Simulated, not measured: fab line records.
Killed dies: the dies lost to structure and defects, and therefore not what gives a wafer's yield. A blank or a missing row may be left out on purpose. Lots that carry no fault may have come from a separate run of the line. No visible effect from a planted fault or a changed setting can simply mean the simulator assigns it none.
One fault through the eyes of 2 desks | flow n5Finfet | only its own numbers are on each desk; what lay behind them is given at the end

== AT THE TOOL OWNER'S DESK: rieMetal-02 ==
The tool's own readings at N5_BEOL_M7_HM_OPEN_17 (chemistry Cl2/BCl3, target TiN, target depth 20 nm, overetch 6 nm): means of the sampled wafers that have a number, for each lot that ran on this tool. The brackets show how far a lot's mean lies from the usual mean; more than 4 standard deviations puts the lot out of limits, marked OUT.
Columns: A = drypumpMotorCurrentA at N5_BEOL_M7_HM_OPEN_17, usual 5.7 A; B = oesProductAu at N5_BEOL_M7_HM_OPEN_17, usual 0.69 a.u.; C = throttleValvePct at N5_BEOL_M7_HM_OPEN_17, usual 22.18 %
lot  | first seen here | A   | B    | C
L371 | day 10 23:23    | 5.8 | 0.62 | 22.33
L372 | day 11 05:13    | 5.8 | 0.78 | 22.16
L387 | day 14 23:49    | 5.8 | 0.70 | 22.24
Result from this desk: across the 3 lots, nothing is out of limits.

== AT THE METROLOGY DESK ==
Means of the sampled wafers that have a number, per lot and without regard to the tool the lot ran on: this is what the gauges read. The brackets show how far a lot's mean lies from the usual mean; more than 4 standard deviations puts the lot out of limits, marked OUT. Only the readings that lie furthest out on some lot appear, 7 of the 14 it has.
Columns: A = DIBL_N at N5_BEOL_M4_RC_MEAS_101, usual 37.2 mV/V; B = DIBL_P at N5_BEOL_M4_RC_MEAS_101, usual 38 mV/V; C = IOFF_N at N5_BEOL_M4_RC_MEAS_101, usual 0.17 nA/um; D = SS_N at N5_BEOL_M4_RC_MEAS_101, usual 71.8 mV/dec; E = SS_P at N5_BEOL_M4_RC_MEAS_101, usual 73.6 mV/dec; F = VT_N at N5_BEOL_M4_RC_MEAS_101, usual 250 mV; G = VT_P at N5_BEOL_M4_RC_MEAS_101, usual -249 mV
lot  | first seen here | A    | B  | C    | D    | E    | F   | G
L366 | day 8 07:10     | 36.8 | 37 | 0.15 | 71.5 | 73.6 | 251 | -253
L371 | day 9 20:43     | 38.5 | 39 | 0.18 | 72.1 | 74.2 | 251 | -249
L372 | day 9 22:03     | 33.4 | 34 | 0.11 | 70.5 | 72.6 | 256 | -254
L376 | day 10 17:22    | 36.4 | 37 | 0.18 | 72.4 | 73.7 | 250 | -251
L379 | day 11 13:54    | 35.7 | 38 | 0.18 | 71.8 | 73.5 | 247 | -248
L387 | day 13 20:24    | 37.2 | 39 | 0.17 | 72.2 | 73.7 | 251 | -251
L389 | day 14 02:14    | 32.9 | 34 | 0.12 | 70.4 | 72.1 | 254 | -254
L388 | day 14 03:52    | 38.4 | 36 | 0.15 | 71.9 | 72.6 | 254 | -249
Result from this desk: across the 8 lots, nothing is out of limits.

== TAKEN TOGETHER ==
The tool owner's desk saw nothing out of limits.
Metrology desk: nothing out of limits seen.

== WHAT WAS PUT IN BY THE SIMULATOR ==
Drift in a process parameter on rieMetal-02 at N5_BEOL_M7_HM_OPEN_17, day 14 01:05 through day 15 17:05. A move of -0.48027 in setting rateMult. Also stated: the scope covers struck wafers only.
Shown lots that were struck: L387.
